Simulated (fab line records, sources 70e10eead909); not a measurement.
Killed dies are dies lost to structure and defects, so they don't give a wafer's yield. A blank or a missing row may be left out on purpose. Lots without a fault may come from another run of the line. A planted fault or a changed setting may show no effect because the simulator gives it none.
fab line records | flow nand_harc
record lots=9 wafers=27 last_day=32
route steps=1302 shown A_CHANNEL_HOLE_D2@598 A_CHANNEL_FILL_D2@620 END@1301
lots that met no fault: from a run of the same line without faults
start_h: hours from the record's first day to the start of the lot's first wafer shown | wait_h: hours since the lot's step before | " the same as in the row above | L1.1+2: a row that stands for several wafers | - no value, or no start given | * or withheld: withheld | < > ~ a bound
route shown NAME@n: a module of which the file shows steps, and the number in the route of the first | usual: mean/standard deviation of fault-free wafers | same: alike in all rows | chamber/n: place in a boat | sites: the reading at each site | _std_site: their standard deviation | _edge_site: outer sites' mean less inner sites' | radius_mm: how far each site lies from the wafer's centre | mask NAME#n: copy n | behind: the tool/chamber that last shaped the wafer | hold: why the lot was held/for how many hours/how that ended | device: the transistor (n, p or np) that didn't switch | end of line: the same wafers' tests at the end of the route | a step without rows: its recipe alone | killed: dies lost to structure and defects at the first sort, not the wafer's yield | map: a wafer's dies, x killed, . not, _ none there
set.NAME: the setting as run; set.NAME@STEP: as run at that earlier step | model.NAME: the simulator's own value behind a step, which no gauge read
steps of the route over a sample of lots; a table a step, a row a wafer
services: from which hour (start_h, from the record's first day; less than 0 if before it) a tool's chamber was out of use, for how many hours, and why
## steps
# step NHARC_A_CHANNEL_HOLE_D2_ETCH_26
# recipe bias_v=300 source_w=2000 pressure_mtorr=30 time_s=224.1 ar_flow_sccm=375 c4f8_flow_sccm=11.4 o2_flow_sccm=113.6 temp_c=-20 target_depth_a=3000 chemistry=C4F8/O2/Ar
# usual c4f8_flow_sccm=11.40/0.034 drypump_motor_current_A=5.42/0.18 showerhead_plenum_p_Torr=3.70/0.11 throttle_valve_pct=24.584/0.0093
# columns lot.wafer tool chamber start_h wait_h c4f8_flow_sccm drypump_motor_current_A rf_hours_counter_h showerhead_plenum_p_Torr throttle_valve_pct
L198.1 har_etch-02 0 316.45 0.6 11.44 5.27 377 3.60 24.581
L198.3 " 0 " " 11.43 5.28 - 3.60 24.587
L198.6 " 0 " " 11.42 5.24 - 3.60 24.589
L199.1 har_etch-01 0 336.00 0.6 11.34 5.71 175 3.73 24.584
L199.6 " 1 " " 11.39 5.40 - 3.64 24.586
L199.5 " 0 " " 11.40 5.71 - 3.73 24.597
L208.1 har_etch-01 1 414.11 0.7 11.38 5.41 225 3.61 24.588
L208.2 " 0 " " 11.36 5.73 225 3.70 24.572
L208.6 " 1 " " 11.44 5.39 - 3.61 24.571
L210.2 har_etch-01 0 439.68 0.7 11.38 5.69 233 3.70 24.601
L210.1 " 1 " " 11.41 5.42 233 3.61 24.588
L210.4 " 0 " " 11.46 5.70 - 3.70 24.594
L209.1 har_etch-02 0 441.26 0.7 11.33 5.27 30 3.97 24.595
L209.4 " 0 " " 11.35 5.28 - 3.97 24.593
L209.3 " 1 " " 11.39 5.27 - 3.74 24.594
L211.2 har_etch-01 1 453.04 0.7 11.39 5.42 244 3.60 24.580
L211.3 " 0 " " 11.36 5.71 - 3.69 24.582
L211.6 " 1 " " 11.37 5.40 - 3.60 24.581
L213.1 har_etch-02 0 454.12 0.7 11.38 5.25 41 3.97 24.587
L213.4 " 1 " " 11.36 5.28 - 3.73 24.578
L213.6 " 0 " " 11.44 5.27 - 3.97 24.569
L212.3 har_etch-01 1 457.26 0.5 11.43 5.43 - 3.60 24.595
L212.5 " 1 " " 11.38 5.41 - 3.60 24.588
L212.6 " 0 " " 11.36 5.70 - 3.69 24.591
L217.2 har_etch-02 0 508.78 0.6 11.44 5.26 72 3.95 24.585
L217.4 " 1 " " 11.38 5.27 - 3.71 24.586
L217.5 " 1 " " 11.34 5.27 - 3.71 24.577
# step NHARC_A_CHANNEL_HOLE_D2_ETCH_27
# recipe bias_v=400 source_w=2000 pressure_mtorr=25 time_s=90 ar_flow_sccm=375 c4f8_flow_sccm=41.7 o2_flow_sccm=83.3 temp_c=-20 target_depth_a=4000 chemistry=C4F8/O2/Ar
# usual c4f8_flow_sccm=41.69/0.13 drypump_motor_current_A=5.42/0.18 showerhead_plenum_p_Torr=3.70/0.11 throttle_valve_pct=27.621/0.0085
# columns lot.wafer tool chamber start_h wait_h c4f8_flow_sccm drypump_motor_current_A rf_hours_counter_h showerhead_plenum_p_Torr throttle_valve_pct
L198.1 har_etch-02 0 316.65 0.2 41.83 5.23 377 3.60 27.621
L198.3 " 0 " " 41.78 5.24 - 3.60 27.625
L198.6 " 0 " " 41.80 5.27 - 3.60 27.622
L199.1 har_etch-01 0 336.20 0.2 41.63 5.65 176 3.73 27.607
L199.6 " 1 " " 41.67 5.41 - 3.64 27.625
L199.5 " 0 " " 41.40 5.68 - 3.73 27.617
L208.1 har_etch-01 1 414.32 0.2 41.70 5.38 225 3.61 27.617
L208.2 " 0 " " 41.70 5.70 225 3.70 27.619
L208.6 " 1 " " 41.61 5.40 - 3.61 27.616
L210.2 har_etch-01 0 439.88 0.2 41.80 5.72 233 3.69 27.616
L210.1 " 1 " " 41.63 5.43 233 3.61 27.610
L210.4 " 0 " " 41.88 5.73 - 3.69 27.609
L209.1 har_etch-02 0 441.45 0.2 41.75 5.31 30 3.96 27.602
L209.4 " 0 " " 41.72 5.31 - 3.96 27.608
L209.3 " 1 " " 41.63 5.27 - 3.73 27.639
L211.2 har_etch-01 1 453.25 0.2 41.53 5.42 245 3.60 27.627
L211.3 " 0 " " 41.74 5.70 - 3.69 27.615
L211.6 " 1 " " 41.54 5.44 - 3.60 27.629
L213.1 har_etch-02 0 454.32 0.2 41.60 5.26 42 3.96 27.634
L213.4 " 1 " " 41.74 5.25 - 3.73 27.623
L213.6 " 0 " " 41.56 5.24 - 3.96 27.618
L212.3 har_etch-01 1 457.46 0.2 41.74 5.42 - 3.60 27.612
L212.5 " 1 " " 41.67 5.41 - 3.60 27.614
L212.6 " 0 " " 41.65 5.67 - 3.68 27.619
L217.2 har_etch-02 0 508.97 0.2 41.58 5.28 72 3.94 27.620
L217.4 " 1 " " 41.76 5.26 - 3.71 27.621
L217.5 " 1 " " 41.62 5.26 - 3.71 27.614
# step NHARC_A_CHANNEL_FILL_D2_ETCHBACK_20
# recipe target_depth_a=270 time_s=13.5 c4f8_flow_sccm=withheld o2_flow_sccm=8 ar_flow_sccm=withheld rf_w=600 bias_w=1500 chemistry=C4F8/O2/Ar
# usual oes_product_au=0.98/0.031 rf_vpp_V=977/6.2
# columns lot.wafer tool chamber start_h wait_h oes_product_au rf_hours_counter_h rf_vpp_V
L198.3 rie_diel-08 1 342.88 - 0.98 4 982
L198.1 " 0 " " 0.98 5 980
L198.6 " 2 " " 1.01 - 987
L199.1 rie_diel-08 1 361.90 - 0.98 5 982
L199.6 " 3 " " 1.00 - 971
L199.5 " 0 " " 0.98 - 977
L208.1 rie_diel-05 1 440.56 - 0.91 0 977
L208.2 " 2 " " 0.94 1 977
L208.6 " 2 " " 0.94 - 976
L209.3 rie_diel-08 3 466.00 - 1.00 2 972
L209.1 " 0 " " 1.00 2 979
L209.4 " 2 " " 0.98 2 988
L210.1 rie_diel-13 1 466.03 - 0.99 20 969
L210.2 " 3 " " 1.01 20 971
L210.4 " 3 " " 1.00 - 970
L211.3 rie_diel-08 3 479.40 - 0.93 2 972
L211.2 " 2 " " 0.93 2 986
L211.6 " 0 " " 0.93 - 978
L213.1 rie_diel-05 1 479.42 - 0.98 1 977
L213.4 " 2 " " 1.03 2 976
L213.6 " 0 " " 1.04 - 971
L212.3 rie_diel-08 3 486.15 - 0.99 2 972
L212.5 " 2 " " 0.99 - 988
L212.6 " 3 " " 1.00 - 972
L217.4 rie_diel-13 0 535.33 - 1.01 1 967
L217.2 " 1 " " 0.98 1 967
L217.5 " 2 " " 0.99 - 973
# step NHARC_A_CHANNEL_FILL_D2_CVD_05
# recipe target_thk_a=50 temp_c=550 material=poly-Si
# usual spike_tc_bottom_C=572.7/1.8 spike_tc_centre_C=550.3/1.3
# columns lot.wafer tool chamber start_h wait_h spike_tc_bottom_C spike_tc_centre_C
L198.1 lpcvd_poly-01 - 345.44 2.3 - -
L198.3 " - " " - -
L198.6 " - " " - -
L199.1 lpcvd_poly-02 - 365.67 3.6 - -
L199.5 " - " " - -
L199.6 " - " " - -
L208.1 lpcvd_poly-01 0 443.12 2.3 571.5 547.2
L208.2 " 0 " " 571.4 549.0
L208.6 " 0 " " 569.7 547.7
L209.1 lpcvd_poly-02 0 468.49 2.3 574.4 550.0
L209.3 " 0 " " 575.4 549.4
L209.4 " 0 " " 574.8 549.0
L210.1 lpcvd_poly-02 0 468.49 2.2 573.8 550.6
L210.2 " 0 " " 573.3 549.5
L210.4 " 0 " " 574.3 551.1
L211.2 lpcvd_poly-02 0 481.89 2.3 573.0 552.2
L211.3 " 0 " " 573.7 549.6
L211.6 " 0 " " 572.4 550.2
L213.1 lpcvd_poly-02 0 481.89 2.3 573.4 549.8
L213.4 " 0 " " 574.9 551.3
L213.6 " 0 " " 575.3 551.5
L212.3 lpcvd_poly-03 0 488.79 2.4 572.0 552.1
L212.5 " 0 " " 571.5 552.2
L212.6 " 0 " " 571.8 551.6
L217.2 lpcvd_poly-03 0 537.93 2.4 572.3 551.5
L217.4 " 0 " " 573.1 552.5
L217.5 " 0 " " 572.1 550.0
# step NHARC_END_WLT_00
# usual VT_DECK1_BOTTOM=0.872/0.0092 VT_DECK1_BOTTOM_INNER=0.872/0.0094 VT_DECK1_MEDIAN_NEAR_BOTTOM=0.873/0.0092 VT_DECK1_MEDIAN_NEAR_BOTTOM_INNER=0.873/0.0098 VT_DECK1_MIDDLE=0.884/0.0088 VT_DECK1_MIDDLE_INNER=0.884/0.0084 VT_DECK1_TOP=0.895/0.0088 VT_DECK1_TOP_INNER=0.895/0.0081 VT_DECK2_BOTTOM=0.868/0.0098 VT_DECK2_BOTTOM_INNER=0.868/0.0093 VT_DECK2_MEDIAN_NEAR_BOTTOM=0.869/0.0089 VT_DECK2_MEDIAN_NEAR_BOTTOM_INNER=0.869/0.0098 VT_DECK2_MIDDLE=0.882/0.0083 VT_DECK2_MIDDLE_INNER=0.882/0.009 VT_DECK2_TOP=0.893/0.0086 VT_DECK2_TOP_INNER=0.893/0.0091
# columns lot.wafer tool chamber start_h wait_h hold VT_DECK1_BOTTOM VT_DECK1_BOTTOM_INNER VT_DECK1_MEDIAN_NEAR_BOTTOM VT_DECK1_MEDIAN_NEAR_BOTTOM_INNER VT_DECK1_MIDDLE VT_DECK1_MIDDLE_INNER VT_DECK1_TOP VT_DECK1_TOP_INNER VT_DECK2_BOTTOM VT_DECK2_BOTTOM_INNER VT_DECK2_MEDIAN_NEAR_BOTTOM VT_DECK2_MEDIAN_NEAR_BOTTOM_INNER VT_DECK2_MIDDLE VT_DECK2_MIDDLE_INNER VT_DECK2_TOP VT_DECK2_TOP_INNER
L198.1 prober-02 - 564.72 0.1 await_dispo/0.2h/release 6.002 5.969 5.972 5.959 6.020 5.982 5.990 6.007 5.981 6.030 5.991 6.057 6.010 6.048 5.986 6.017
L198.3 " - " " await_dispo/0.2h/release 6.038 5.986 6.015 6.052 6.045 6.035 5.972 5.975 6.028 5.972 5.966 5.986 6.001 6.010 5.964 6.022
L198.6 " - 567.19 2.5 await_dispo/0.2h/release 6.014 5.997 6.025 5.957 6.045 5.997 5.961 6.010 6.017 6.003 6.004 6.021 6.053 5.984 6.037 6.013
L198.1 prober-02 - 572.45 7.2 - 6.019 5.974 5.993 6.028 6.046 5.997 6.014 6.002 5.971 6.000 6.004 5.999 5.980 5.996 6.031 5.992
L198.3 " - " " - 6.000 6.024 6.041 6.061 6.024 6.025 6.076 5.997 5.988 6.039 5.975 6.021 6.009 6.046 6.016 5.973
L198.6 " - 574.92 7.2 - 6.003 5.966 5.967 6.009 5.995 5.986 5.969 5.976 5.993 6.015 6.032 6.040 5.931 5.999 5.959 5.993
L199.1 prober-01 - 600.93 0.0 await_dispo/0.2h/release 6.036 5.976 5.957 6.017 6.030 6.014 5.943 5.964 5.980 6.027 6.049 5.995 6.064 6.030 6.029 5.980
L199.5 " - 602.93 2.0 await_dispo/0.2h/release 5.987 5.963 6.006 5.931 5.984 5.963 5.948 5.993 5.979 5.953 6.002 6.005 6.046 5.994 6.043 5.970
L199.6 " - " " await_dispo/0.2h/release 6.029 6.032 5.998 6.007 6.011 6.016 6.024 5.930 5.992 5.995 5.983 6.024 6.008 5.988 5.948 5.979
L199.1 prober-01 - 608.72 7.3 - 5.977 6.048 6.039 6.034 6.058 6.024 6.007 6.024 5.981 5.976 6.022 5.978 5.972 6.040 5.968 5.977
L199.5 " - 610.73 7.3 - 6.013 6.013 6.001 5.969 6.015 6.011 5.982 5.944 5.990 5.970 5.930 5.993 5.938 5.967 6.005 6.038
L199.6 " - " " - 5.998 6.071 5.947 6.009 6.018 5.940 6.025 5.997 5.993 5.928 6.034 5.967 6.015 5.954 6.019 5.981
L210.1 prober-01 - 680.53 0.0 - 0.867 0.870 0.862 0.865 0.873 0.881 0.879 0.880 0.860 0.869 0.874 0.864 0.872 0.884 0.889 0.884
L210.2 " - " " - 0.855 0.852 0.851 0.861 0.868 0.872 0.884 0.877 0.871 0.867 0.870 0.870 0.877 0.881 0.885 0.887
L210.4 " - 682.06 1.6 - 0.850 0.851 0.850 0.861 0.864 0.868 0.875 0.875 0.876 0.877 0.875 0.868 0.887 0.888 0.889 0.891
L208.1 prober-02 - 681.77 1.3 - 0.870 0.866 0.869 0.867 0.877 0.879 0.882 0.883 0.880 0.879 0.872 0.884 0.893 0.891 0.899 0.906
L208.2 " - " " - 0.853 0.866 0.863 0.854 0.874 0.870 0.888 0.884 0.878 0.881 0.876 0.873 0.886 0.887 0.907 0.909
L208.6 " - 684.26 3.8 - 0.871 0.867 0.872 0.871 0.884 0.887 0.885 0.891 0.869 0.874 0.879 0.880 0.880 0.900 0.909 0.903
L209.1 prober-01 - 688.39 3.7 - 0.860 0.867 0.872 0.868 0.880 0.877 0.892 0.887 0.871 0.868 0.866 0.868 0.875 0.877 0.890 0.890
L209.3 " - 689.40 4.8 - 0.862 0.864 0.860 0.861 0.874 0.875 0.892 0.893 0.860 0.852 0.862 0.865 0.875 0.870 0.882 0.887
L209.4 " - " " - 0.873 0.862 0.873 0.866 0.879 0.884 0.894 0.893 0.858 0.856 0.862 0.858 0.875 0.877 0.887 0.885
L213.1 prober-01 - 706.90 0.0 - 0.867 0.861 0.860 0.857 0.876 0.868 0.886 0.881 0.866 0.870 0.869 0.861 0.876 0.882 0.891 0.896
L213.4 " - 708.38 1.5 - 0.862 0.866 0.858 0.859 0.865 0.875 0.882 0.883 0.867 0.874 0.873 0.876 0.885 0.879 0.889 0.893
L213.6 " - " " - 0.862 0.858 0.861 0.865 0.873 0.880 0.877 0.879 0.867 0.872 0.880 0.873 0.887 0.885 0.893 0.889
L211.2 prober-02 - 707.40 0.5 - 0.850 0.862 0.867 0.858 0.874 0.870 0.891 0.881 0.872 0.866 0.875 0.871 0.881 0.882 0.894 0.898
L211.3 " - " " - 0.870 0.866 0.870 0.863 0.883 0.876 0.887 0.898 0.880 0.873 0.873 0.878 0.892 0.885 0.903 0.898
L211.6 " - 709.35 2.5 - 0.876 0.862 0.866 0.866 0.879 0.880 0.891 0.892 0.868 0.880 0.879 0.871 0.883 0.893 0.889 0.892
L212.3 prober-02 - 715.63 4.3 - 0.862 0.858 0.859 0.864 0.875 0.873 0.890 0.889 0.876 0.873 0.869 0.873 0.889 0.882 0.891 0.900
L212.5 " - 716.64 5.3 - 0.873 0.872 0.870 0.878 0.877 0.872 0.888 0.887 0.871 0.870 0.867 0.865 0.878 0.875 0.900 0.896
L212.6 " - " " - 0.862 0.869 0.864 0.865 0.880 0.877 0.890 0.890 0.869 0.871 0.873 0.868 0.885 0.878 0.882 0.893
L217.2 prober-02 - 770.03 0.6 - 0.877 0.879 0.881 0.878 0.892 0.898 0.913 0.909 0.885 0.894 0.892 0.896 0.894 0.901 0.913 0.910
L217.4 " - " " - 0.877 0.882 0.887 0.886 0.899 0.892 0.910 0.897 0.880 0.879 0.877 0.878 0.891 0.887 0.901 0.908
L217.5 " - " " - 0.880 0.885 0.882 0.882 0.887 0.893 0.898 0.903 0.880 0.879 0.886 0.891 0.898 0.904 0.909 0.912
# step NHARC_END_SORT_01
# recipe temp_c=25
# usual defect_limited_yield=91.7/2.5 killed_at_array=52/18 killed_at_other=1.0/1.4 killed_at_periphery=3.1/2.3 killed_dies=56/17 killed_open=3.0/1.7 killed_short=2.5/1.7 sort_bin_2_pct=3.0/1.1 sort_bin_3_pct=0.6/0.36 sort_bin_4_pct=4.8/1.4 sort_n_pass=621/17 sort_rim_yield_pct=91/4.6 sort_yield_pct=91.7/2.5
# same gross_dies=677 sort_bin_5_pct[%]=0 sort_bin_6_pct[%]=0 sort_bin_7_pct[%]=0 sort_bin_8_pct[%]=0 sort_rim_n_gross=106.00
# columns lot.wafer tool chamber start_h wait_h defect_limited_yield[%] killed_at_array killed_at_other killed_at_periphery killed_dies killed_open killed_short sort_bin_2_pct[%] sort_bin_3_pct[%] sort_bin_4_pct[%] sort_n_pass sort_rim_yield_pct[%] sort_yield_pct[%]
L210.1 prober-01 0 683.59 2.6 91.0 58 1 2 61 2 1 4.0 0.3 4.7 616 95 91.0
L210.2 prober-01 0 684.39 2.8 90.5 59 1 4 64 1 2 3.0 1.5 5.0 613 78 90.5
L210.4 prober-01 0 685.99 3.4 89.1 67 4 3 74 4 0 3.2 0.6 7.1 603 92 89.1
L208.1 prober-02 0 684.76 2.5 93.5 39 2 3 44 2 3 1.5 0.7 4.3 633 93 93.5
L208.2 prober-02 0 685.56 2.8 93.1 44 1 2 47 5 8 1.9 0.3 4.7 630 89 93.1
L208.6 prober-02 0 688.75 4.0 94.2 37 1 1 39 3 2 1.8 0.4 3.5 638 95 94.2
L209.1 prober-01 0 691.42 2.5 90.8 58 0 4 62 5 3 3.2 0.4 5.5 615 90 90.8
L209.3 prober-01 0 693.01 3.1 90.8 54 0 8 62 3 4 3.7 0.3 5.2 615 89 90.8
L209.4 prober-01 0 693.81 3.4 92.8 46 0 3 49 5 3 2.1 0.3 4.9 628 89 92.8
L217.2 prober-02 0 773.30 2.8 91.9 52 1 2 55 2 3 2.7 1.2 4.3 622 92 91.9
L217.4 prober-02 0 774.90 3.4 91.3 59 0 0 59 0 2 3.1 0.4 5.2 618 93 91.3
L217.5 prober-02 0 775.70 3.7 91.3 56 0 3 59 6 4 3.7 0.1 4.9 618 91 91.3
# killed by level:class
L210.1 A_CHANNEL_HOLE_D1:chamber_film_flake=31 A_CHANNEL_HOLE_D2:chamber_film_flake=11 A_CONTACT:chamber_film_flake=5 A_STAIRCASE:chamber_film_flake=4 A_ZERO_WELL:chamber_film_flake=3 P_M2:chamber_film_flake=2 A_CHANNEL_FILL_D2:geometric_particle:open=1 A_WL_FILL:geometric_particle:short=1
L210.2 A_CHANNEL_HOLE_D1:chamber_film_flake=22 A_CHANNEL_HOLE_D2:chamber_film_flake=21 A_CONTACT:chamber_film_flake=5 A_ZERO_WELL:chamber_film_flake=3 A_CHANNEL_FILL_D1:chamber_film_flake=2 A_STAIRCASE:chamber_film_flake=2 P_CONTACT:geometric_particle:open=1 A_CHANNEL_FILL_D1:geometric_particle:short=1
L208.1 A_CHANNEL_HOLE_D2:chamber_film_flake=17 A_CONTACT:chamber_film_flake=5 A_CHANNEL_HOLE_D1:chamber_film_flake=4 A_SLIT:chamber_film_flake=3 A_CHANNEL_FILL_D2:chamber_film_flake=2 A_STAIRCASE:chamber_film_flake=2 A_WL_FILL:chamber_film_flake=2 THIN_TSV:chamber_film_flake=2
L208.2 A_CHANNEL_HOLE_D2:chamber_film_flake=10 A_WL_FILL:chamber_film_flake=8 A_CONTACT:chamber_film_flake=5 A_CHANNEL_FILL_D1:geometric_particle:short=3 A_CHANNEL_FILL_D2:geometric_particle:short=3 A_CHANNEL_HOLE_D1:chamber_film_flake=3 A_SLIT:chamber_film_flake=3 A_CHANNEL_FILL_D1:geometric_particle:open=2
L210.4 A_CHANNEL_HOLE_D1:chamber_film_flake=33 A_CHANNEL_HOLE_D2:chamber_film_flake=15 A_M1:chamber_film_flake=6 A_ZERO_WELL:chamber_film_flake=4 A_CONTACT:chamber_film_flake=3 P_M2:chamber_film_flake=2 STARTING-WAFER:geometric_particle:open=2 A_STAIRCASE:chamber_film_flake=2
L208.6 A_CHANNEL_HOLE_D2:chamber_film_flake=13 A_WL_FILL:chamber_film_flake=7 A_CONTACT:chamber_film_flake=4 A_ZERO_WELL:chamber_film_flake=2 A_CHANNEL_HOLE_D1:chamber_film_flake=2 A_STAIRCASE:chamber_film_flake=2 A_SLIT:chamber_film_flake=2 A_ONON_D1:geometric_particle:open=1
L209.1 A_SLIT:chamber_film_flake=33 A_CHANNEL_HOLE_D1:chamber_film_flake=10 A_M1:chamber_film_flake=3 A_STAIRCASE:chamber_film_flake=3 A_CHANNEL_FILL_D1:geometric_particle:short=2 P_CONTACT:geometric_particle:open=1 P_M1:geometric_particle:open=1 A_ONON_D1:geometric_particle:short=1
L209.3 A_SLIT:chamber_film_flake=33 A_CHANNEL_HOLE_D1:chamber_film_flake=6 A_M1:chamber_film_flake=4 A_CONTACT:chamber_film_flake=3 P_CONTACT:geometric_particle:short=2 P_ZERO_WELL:chamber_film_flake=2 P_GATE:chamber_film_flake=2 A_STAIRCASE:chamber_film_flake=2
L209.4 A_SLIT:chamber_film_flake=28 A_CHANNEL_HOLE_D1:chamber_film_flake=4 A_M1:chamber_film_flake=3 A_CHANNEL_FILL_D1:geometric_particle:open=2 P_ZERO_WELL:chamber_film_flake=2 A_ZERO_WELL:chamber_film_flake=2 P_CONTACT:geometric_particle:short=1 A_ONON_D2:geometric_particle:open=1
L217.2 A_SLIT:chamber_film_flake=31 A_CONTACT:chamber_film_flake=10 A_STAIRCASE:chamber_film_flake=3 A_DECK1_JOINT:geometric_particle:short=1 A_CHANNEL_FILL_D2:geometric_particle:open=1 A_WL_FILL:geometric_particle:open=1 A_CONTACT:geometric_particle:short=1 A_M1:geometric_particle:short=1
L217.4 A_SLIT:chamber_film_flake=33 A_CONTACT:chamber_film_flake=18 A_STAIRCASE:chamber_film_flake=3 A_CHANNEL_FILL_D1:geometric_particle:short=1 A_M1:geometric_particle:short=1 A_DECK1_JOINT:chamber_film_flake=1 A_CHANNEL_FILL_D2:chamber_film_flake=1 A_WL_FILL:chamber_film_flake=1
L217.5 A_SLIT:chamber_film_flake=32 A_STAIRCASE:chamber_film_flake=5 A_CONTACT:chamber_film_flake=5 P_M0:geometric_particle:open=2 A_DECK1_JOINT:geometric_particle:open=2 A_CHANNEL_FILL_D2:chamber_film_flake=2 P_M2:geometric_particle:short=1 A_ONON_D1:geometric_particle:short=1
## services
# columns tool chamber start_h hours kind
rie_diel-08 2 292.48 4.4 repair
rie_diel-05 2 292.98 7.7 repair
rie_diel-05 1 295.27 3.9 repair
rie_diel-13 - 342.01 9.0 pm
rie_diel-08 - 346.28 3.4 repair
rie_diel-08 0 367.47 8.9 repair
rie_diel-08 - 367.80 9.0 pm
rie_diel-13 2 370.28 3.4 repair
har_etch-02 - 379.55 17.0 pm
har_etch-02 0 379.55 17.0 vent_cycle
har_etch-02 1 379.55 17.0 vent_cycle
lpcvd_poly-03 - 386.46 26.0 pm
rie_diel-05 1 406.30 20.9 repair
rie_diel-05 - 406.63 9.0 pm
rie_diel-13 2 422.74 18.8 repair
rie_diel-13 1 432.29 1.7 repair
lpcvd_poly-01 - 445.69 15.4 repair
rie_diel-05 - 457.52 1.5 repair
rie_diel-13 2 462.56 6.2 repair
rie_diel-13 3 487.99 21.8 repair
rie_diel-13 0 493.55 1.6 repair
rie_diel-05 - 503.81 0.2 repair
rie_diel-13 - 519.03 9.0 pm
rie_diel-08 0 534.50 1.5 repair
## key
first_sign step=NHARC_A_CHANNEL_FILL_D2_CVD_05 reading=tool_record direction=missing
effect step=NHARC_END_WLT_00 reading=VT_DECK1_TOP_INNER direction=up sigmas=99+ usual=0.895 struck=5.980
met_at NHARC_A_CHANNEL_FILL_D2_CVD_05
struck_lots L198,L199
tester_left_out L198,L199
not_acting_at NHARC_A_CHANNEL_HOLE_D2_ETCH_26,NHARC_A_CHANNEL_HOLE_D2_ETCH_27,NHARC_A_CHANNEL_FILL_D2_ETCHBACK_20
fault kind=skipped_step_whole tool=lpcvd_poly-01,lpcvd_poly-02 chamber=- onset_h=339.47 steps=NHARC_A_CHANNEL_FILL_D2_CVD_05 scope=struck_lots_only
# tester_left_out: of these lots the tester's yield and bins aren't shown, on N5 and GAA mostly nor the transistor test; their killed dies are dies lost to structure and defects alone, not to doping, threshold or leakage, so they don't give the yield
